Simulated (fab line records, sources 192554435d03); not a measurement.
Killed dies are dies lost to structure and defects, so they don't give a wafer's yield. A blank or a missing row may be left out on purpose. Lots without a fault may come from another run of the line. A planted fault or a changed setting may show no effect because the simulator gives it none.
Which tool did it? | flow n5_finfet | 11 lots, 31 wafers sampled, at 5 steps of a route of 1938

WHAT THE GAUGES READ, wafer by wafer
N5_MIM_TOP_LITHO_CD_MEAS_08: target cd 2000 nm.
lot  | measured     | on        | cd_nm (nm)
L671 | day 12 03:55 | cd_sem-02 | 1999.0 2000.7 2001.9
L676 | day 13 07:14 | cd_sem-02 | 1998.0 1996.8 1999.7
L678 | day 13 10:51 | cd_sem-02 | 2000.1 2000.5
L683 | day 14 15:53 | cd_sem-01 | 1996.4 2000.1 1998.2
L681 | day 14 17:32 | cd_sem-02 | 2001.1 2001.1 2001.3
L684 | day 14 20:31 | cd_sem-02 | 2002.4 1999.3 2002.3
L685 | day 15 10:47 | cd_sem-02 | 1997.5 1995.1 1997.7
L688 | day 16 12:18 | cd_sem-02 | 2005.1 2000.2 2004.3
L691 | day 16 23:23 | cd_sem-03 | 1997.8 1998.3 2001.1
L692 | day 17 00:36 | cd_sem-01 | 2002.3 2001.6
L693 | day 17 08:16 | cd_sem-03 | 2000.8 1997.8 2000.7

N5_PASSIVATION_CD_MEAS_30: target cd 4000 nm.
lot  | measured     | on        | cd_nm (nm)
L671 | day 12 08:48 | cd_sem-03 | 4003.3 4003.7 4002.6
L676 | day 13 11:46 | cd_sem-01 | 4002.5 4002.4 4004.5
L678 | day 13 18:22 | cd_sem-03 | 3999.7 4002.2
L683 | day 14 20:14 | cd_sem-01 | 4005.3 4001.7 4002.7
L681 | day 15 00:25 | cd_sem-03 | 3999.3 3999.9 4001.3
L684 | day 15 01:31 | cd_sem-01 | 4000.1 4003.4 4001.8
L685 | day 15 14:28 | cd_sem-03 | 3998.0 4001.5 3998.7
L688 | day 16 16:12 | cd_sem-01 | 4015.3 4027.7 4015.3
L691 | day 17 03:25 | cd_sem-03 | 4004.6 3996.6 3999.1
L692 | day 17 08:41 | cd_sem-03 | 3999.2 4003.2
L693 | day 17 13:44 | cd_sem-01 | 4000.0 3999.3 4002.4

WHICH TOOL RAN EACH LOT (tool, then ch and the chambers of the sampled wafers, then the start)
lot  | N5_MIM_TOP_ETCH_STRIP_01           | N5_MIM_BOT_ETCH_ETCH_00           | N5_PASSIVATION_EXPOSE_27
L671 | rie_diel-04 ch 0,2,3, day 12 04:15 | rie_metal-01 ch 0,1, day 12 05:22 | krf_scanner-02 ch 0, day 12 08:37
L676 | rie_diel-02 ch 0,1,2, day 13 07:32 | rie_metal-03 ch 1, day 13 08:31   | krf_scanner-01 ch 0, day 13 11:36
L678 | rie_diel-02 ch 1,2, day 13 11:19   | rie_metal-02 ch 0,1, day 13 12:17 | krf_scanner-02 ch 0, day 13 18:12
L683 | rie_diel-02 ch 0,1,3, day 14 16:16 | rie_metal-03 ch 0,1, day 14 17:08 | krf_scanner-01 ch 0, day 14 20:04
L681 | rie_diel-06 ch 0,3, day 14 17:58   | rie_metal-01 ch 0,1, day 14 19:22 | krf_scanner-01 ch 0, day 15 00:15
L684 | rie_diel-04 ch 2,3, day 14 20:50   | rie_metal-01 ch 0,1, day 14 21:43 | krf_scanner-01 ch 0, day 15 01:20
L685 | rie_diel-02 ch 1,2,3, day 15 11:07 | rie_metal-02 ch 1, day 15 11:52   | krf_scanner-01 ch 0, day 15 14:17
L688 | rie_diel-02 ch 0,1,2, day 16 12:38 | rie_metal-02 ch 0,1, day 16 13:23 | krf_scanner-02 ch 0, day 16 16:01
L691 | rie_diel-06 ch 1,2,3, day 16 23:45 | rie_metal-02 ch 1, day 17 00:31   | krf_scanner-01 ch 0, day 17 03:14
L692 | rie_diel-04 ch 0, day 17 01:27     | rie_metal-03 ch 0,1, day 17 02:20 | krf_scanner-01 ch 0, day 17 08:31
L693 | rie_diel-04 ch 2,3, day 17 08:44   | rie_metal-01 ch 0,1, day 17 09:29 | krf_scanner-01 ch 0, day 17 13:34
- N5_MIM_TOP_ETCH_STRIP_01: strips in O2.
- N5_MIM_BOT_ETCH_ETCH_00: etches TiN in Cl2/BCl3, target depth 45.5 nm.
- N5_PASSIVATION_EXPOSE_27: exposes mask PAD, defocus 0 nm.

WHAT THE TOOLS THEMSELVES READ (means of the sampled wafers that have a number; where no wafer has one, the mark that the record gives instead)
N5_MIM_TOP_ETCH_STRIP_01.
lot  | tool        | drypump_motor_current_A (A) | oes_product_au (a.u.) | rf_vpp_V (V) | showerhead_plenum_p_Torr (Torr) | temp_c (C) | throttle_valve_pct (%)
L671 | rie_diel-04 | 5.7                         | 0.84                  | 4.3          | 2.07                            | 59.99      | 16.64
L676 | rie_diel-02 | 5.7                         | 0.78                  | 4.7          | 2.15                            | 59.94      | 16.90
L678 | rie_diel-02 | 6.0                         | 0.80                  | 4.5          | 2.13                            | 60.09      | 16.83
L683 | rie_diel-02 | 5.5                         | 0.77                  | 1.9          | 2.21                            | 59.92      | 16.67
L681 | rie_diel-06 | 5.6                         | 0.70                  | 3.2          | 2.06                            | 59.88      | 16.89
L684 | rie_diel-04 | 5.8                         | 0.81                  | 4.0          | 2.08                            | 60.11      | 16.80
L685 | rie_diel-02 | 6.0                         | 0.79                  | 5.0          | 2.15                            | 59.94      | 16.69
L688 | rie_diel-02 | 5.7                         | 0.76                  | 4.5          | 2.14                            | 60.00      | 16.95
L691 | rie_diel-06 | 5.9                         | 0.74                  | 3.2          | 2.13                            | 59.99      | 16.63
L692 | rie_diel-04 | 5.7                         | 0.81                  | 3.4          | 2.05                            | 60.00      | 16.49
L693 | rie_diel-04 | 5.8                         | 0.79                  | 3.9          | 2.08                            | 60.03      | 16.82

N5_MIM_BOT_ETCH_ETCH_00.
lot  | tool         | drypump_motor_current_A (A) | oes_product_au (a.u.) | throttle_valve_pct (%)
L671 | rie_metal-01 | 6.4                         | 0.81                  | 21.94
L676 | rie_metal-03 | 5.9                         | 0.84                  | 21.53
L678 | rie_metal-02 | 5.6                         | 0.83                  | 21.96
L683 | rie_metal-03 | 5.7                         | 0.73                  | 22.01
L681 | rie_metal-01 | 6.5                         | 0.84                  | 21.99
L684 | rie_metal-01 | 6.5                         | 0.84                  | 22.01
L685 | rie_metal-02 | 5.1                         | 0.90                  | 21.95
L688 | rie_metal-02 | 5.4                         | 0.83                  | 21.97
L691 | rie_metal-02 | 5.2                         | 0.88                  | 21.96
L692 | rie_metal-03 | 5.8                         | 0.74                  | 21.89
L693 | rie_metal-01 | 6.4                         | 0.76                  | 21.98

THE ANSWER, worked out from the rows above alone
Rule: what is usual is taken from the lots themselves. Put in order of their means at a reading, lots are off if they are a third of the lots or fewer, leave a main group of 4 or more, and stand apart from it by a gap of 3 or more times the standard deviation of the main group's means; of several such gaps the widest counts. A main group whose means are all the same, to the digits that the tables above print for the reading, isn't used. A lot without any number at a reading at which 4 lots or more have one is off too. The other lots that the step has rows for count as sound. The gauges are gone through in route order, then the tools' own readings, and for those a lot's mean is taken as printed above. The first step at which some lot is off is used, and at that step the reading that is off furthest; a lot without a number counts as furthest.
Off: L688, at N5_PASSIVATION_CD_MEAS_30 (cd_nm). The main group: mean 4001.4 nm, standard deviation 1.3.
A tool fits if, at a process step before that reading, it ran every lot that is off, and no sound lot after the first of them. The gauges at N5_PASSIVATION_CD_MEAS_30 are tried like those tools. Can't be told from this: 2 tools fit, rie_diel-02 at N5_MIM_TOP_ETCH_STRIP_01, krf_scanner-02 at N5_PASSIVATION_EXPOSE_27.

WHAT THE SIMULATOR HAD PUT IN
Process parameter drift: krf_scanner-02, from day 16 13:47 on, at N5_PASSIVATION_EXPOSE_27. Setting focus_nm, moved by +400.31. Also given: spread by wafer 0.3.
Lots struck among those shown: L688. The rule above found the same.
